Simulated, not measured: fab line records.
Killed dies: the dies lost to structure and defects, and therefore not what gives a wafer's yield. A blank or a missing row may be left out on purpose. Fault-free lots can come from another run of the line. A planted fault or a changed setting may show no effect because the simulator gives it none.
The same fault as seen by 3 desks :: flow n5 finfet :: only its own numbers are on each desk; what lay behind them is given at the end

== FROM THE METROLOGY DESK ==
Means of the sampled wafers that have a number, per lot and without regard to the tool the lot ran on: this is what the gauges read. If a lot's mean is further than 4 standard deviations from the usual mean, the lot is out of limits and carries the mark OUT (the distance appears in the brackets). Of its 14 readings 7 are shown: those that lie furthest out on some lot.
Columns: A = M1_RS at N5_BEOL_M1_RS_MEAS_58, usual 0.67 ohm/sq; B = cd nm at N5_BEOL_M2_CD_MEAS_11, usual 16.86 nm; C = M2_OVL at N5_BEOL_M2_OVL_MEAS_12, usual 0.4 nm; D = ION_N at N5_BEOL_M4_RC_MEAS_101, usual 674 uA/um; E = ION_P at N5_BEOL_M4_RC_MEAS_101, usual 462 uA/um; F = SS_N at N5_BEOL_M4_RC_MEAS_101, usual 71.6 mV/dec; G = VT_P at N5_BEOL_M4_RC_MEAS_101, usual -250 mV
lot: L145
first seen here: day 8 19:52
A: 0.68
B: 17.03
C: 1.1
D: 678
E: 464
F: 71.2
G: -252

lot: L150
first seen here: day 9 21:05
A: 0.62
B: 16.76
C: 0.0
D: 686
E: 464
F: 71.4
G: -251

lot: L151
first seen here: day 9 21:14
A: 0.66
B: 16.75
C: 0.4
D: 657
E: 448
F: 72.7
G: -255

lot: L152
first seen here: day 10 14:33
A: 0.70
B: 16.61
C: -0.5
D: 673
E: 464
F: 71.5
G: -249

lot: L154
first seen here: day 11 06:11
A: 0.66
B: 16.86
C: 0.5
D: 677
E: 472
F: 71.4
G: -244

lot: L155
first seen here: day 11 14:42
A: 0.68
B: 16.88
C: -0.6
D: 677
E: 458
F: 72.4
G: -250
Finding of this desk: none of the 6 lots has anything out of limits.

== THE TOOL OWNER'S DESK: litho track-03 ==
The tool's own readings at N5_BEOL_M2_COAT_05 (resist thk 30 nm): means of the sampled wafers that have a number, for each lot that ran on this tool. If a lot's mean is further than 4 standard deviations from the usual mean, the lot is out of limits and carries the mark OUT (the distance appears in the brackets).
Columns: A = dispense pressure kPa at N5_BEOL_M2_COAT_05, usual 57 kPa; B = exhaust pa at N5_BEOL_M2_COAT_05, usual 44.9 Pa; C = spin speed rpm at N5_BEOL_M2_COAT_05, usual 1500.0 rpm
lot: L150
first seen here: day 9 21:55
A: 59
B: 45.3
C: 1500.1

lot: L154
first seen here: day 11 06:33
A: 59
B: 44.8
C: 1374.0 (-99 or more) OUT

lot: L155
first seen here: day 11 15:44
A: 59
B: 44.0
C: 1373.1 (-99 or more) OUT
This desk finds L154, L155 out of limits, L154 being first, at day 11 06:33 (spin speed rpm at N5_BEOL_M2_COAT_05). L150: within limits.

== THE DEFECT DESK ==
What the inspections along the route counted, lot by lot: means of the sampled wafers that have a number. If a lot's mean is further than 4 standard deviations from the usual mean, the lot is out of limits and carries the mark OUT (the distance appears in the brackets).
Columns: A = raw defect count at N5_BEOL_M1_INSPECT_59, usual 76; B = raw defect count at N5_BEOL_M2_INSPECT_13, usual 415
lot: L145
first seen here: day 8 19:53
A: 70
B: 302

lot: L150
first seen here: day 9 21:07
A: 71
B: 374

lot: L151
first seen here: day 9 21:16
A: 95
B: 461

lot: L152
first seen here: day 10 14:34
A: 74
B: 414

lot: L154
first seen here: day 11 06:13
A: 56
B: 343

lot: L155
first seen here: day 11 14:44
A: 96
B: 613
Finding of this desk: none of the 6 lots has anything out of limits.

== ALL TOGETHER ==
On L154, L155, at day 11 06:33, an alarm was possible from the tool owner's desk.
Metrology desk: nothing out of limits seen.
Nothing out of limits was seen by the defect desk.
The metrology desk holds a record of L154, L155, inside its limits.
The defect desk has L154, L155 on record, within its limits.
Every lot named ran N5_BEOL_M2_COAT_05 on litho track-03.

== WHAT THE SIMULATOR HAD PUT IN ==
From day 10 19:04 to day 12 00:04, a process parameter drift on litho track-03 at N5_BEOL_M2_COAT_05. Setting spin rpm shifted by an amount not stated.
Shown lots that were struck: L154, L155.
Time in hours from fault onset to the first out-of-limits reading at each desk: the tool owner's desk, 11.
